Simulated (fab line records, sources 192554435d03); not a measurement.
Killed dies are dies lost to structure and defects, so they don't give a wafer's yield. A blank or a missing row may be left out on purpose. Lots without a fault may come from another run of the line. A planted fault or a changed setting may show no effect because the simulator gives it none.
Chamber matching | flow n5_finfet | N5_BEOL_M0_CO_CAP_123 on cvd_co-02: 3 sister chambers
The step material Co, precursor CCTBA/H2, target thk 2 nm, time 102.1 s. 27 wafers are shown with their chamber, then 12 later ones without.

WAFERS WITH THEIR CHAMBER
wafer  | chamber | heater_power_w (W) | heater_power_outer_w (W) | susceptor_temp_C (C)
L075.2 | 1       | 318                | 156                      | 199.90
L075.3 | 2       | 223                | 116                      | 200.05
L075.5 | 2       | 225                | 119                      | 200.02
L076.2 | 1       | 322                | 157                      | 199.88
L076.4 | 0       | 249                | 129                      | 200.04
L076.6 | 2       | 226                | 120                      | 200.22
L077.2 | 2       | 223                | 118                      | 200.09
L077.4 | 2       | 221                | 119                      | 200.12
L077.5 | 0       | 238                | 126                      | 199.89
L078.3 | 0       | 253                | 124                      | 200.28
L078.4 | 1       | 327                | 160                      | 199.87
L078.5 | 2       | 223                | 120                      | 200.05
L082.1 | 2       | 217                | 119                      | 200.05
L082.3 | 1       | 316                | 159                      | 200.13
L082.6 | 0       | 257                | 126                      | 199.69
L084.2 | 1       | 322                | 160                      | 200.13
L084.3 | 2       | 225                | 115                      | 199.95
L084.6 | 0       | 246                | 133                      | 199.88
L085.1 | 1       | 316                | 161                      | 200.10
L085.4 | 2       | 222                | 117                      | 199.92
L085.5 | 2       | 227                | 118                      | 199.87
L086.4 | 1       | 317                | 159                      | 200.31
L086.5 | 0       | 250                | 123                      | 199.88
L086.6 | 2       | 220                | 120                      | 199.94
L087.3 | 0       | 252                | 125                      | 199.95
L087.4 | 0       | 251                | 126                      | 199.77
L087.6 | 1       | 315                | 161                      | 199.79

SIGNATURES (means of the wafers above)
reading              | chamber 0 | chamber 1 | chamber 2 | scatter within a chamber
heater_power_w       | 249.50    | 319.12    | 222.91    | 4.21
heater_power_outer_w | 126.50    | 159.12    | 118.27    | 2.25
susceptor_temp_C     | 199.9225  | 200.0137  | 200.0255  | 0.151
Rule: a wafer's distance from a chamber is the root of the sum, over the readings, of the square of ((its reading less the chamber's mean) divided by the reading's scatter). The wafer belongs to the nearest chamber; if the next one is less than 2 further off, it can't be placed. The scatter: the root of (the sum of the squares of (reading less its chamber's mean) over the shown wafers, divided by (wafers less chambers)).

WAFERS WITHOUT THEIR CHAMBER
wafer  | heater_power_w (W) | heater_power_outer_w (W) | susceptor_temp_C (C)
L091.1 | 224                | 121                      | 199.74
L091.3 | 323                | 163                      | 200.15
L091.6 | 257                | 129                      | 199.70
L093.2 | 230                | 118                      | 199.94
L093.4 | 319                | 157                      | 199.97
L093.6 | 254                | 129                      | 199.65
L094.1 | 249                | 129                      | 199.85
L094.5 | 227                | 123                      | 200.06
L094.6 | 252                | 128                      | 199.87
L096.1 | 315                | 161                      | 200.28
L096.2 | 248                | 129                      | 199.95
L096.6 | 318                | 155                      | 200.03

WHICH CHAMBER EACH WENT THROUGH
wafer  | from the rows above | in truth
L091.1 | 2                   | 2
L091.3 | 1                   | 1
L091.6 | 0                   | 0
L093.2 | 2                   | 2
L093.4 | 1                   | 1
L093.6 | 0                   | 0
L094.1 | 0                   | 0
L094.5 | 2                   | 2
L094.6 | 0                   | 0
L096.1 | 1                   | 1
L096.2 | 0                   | 0
L096.6 | 1                   | 1
Placed correctly: 12 of 12. Can't be placed from these rows: 0. Placed wrongly: 0.
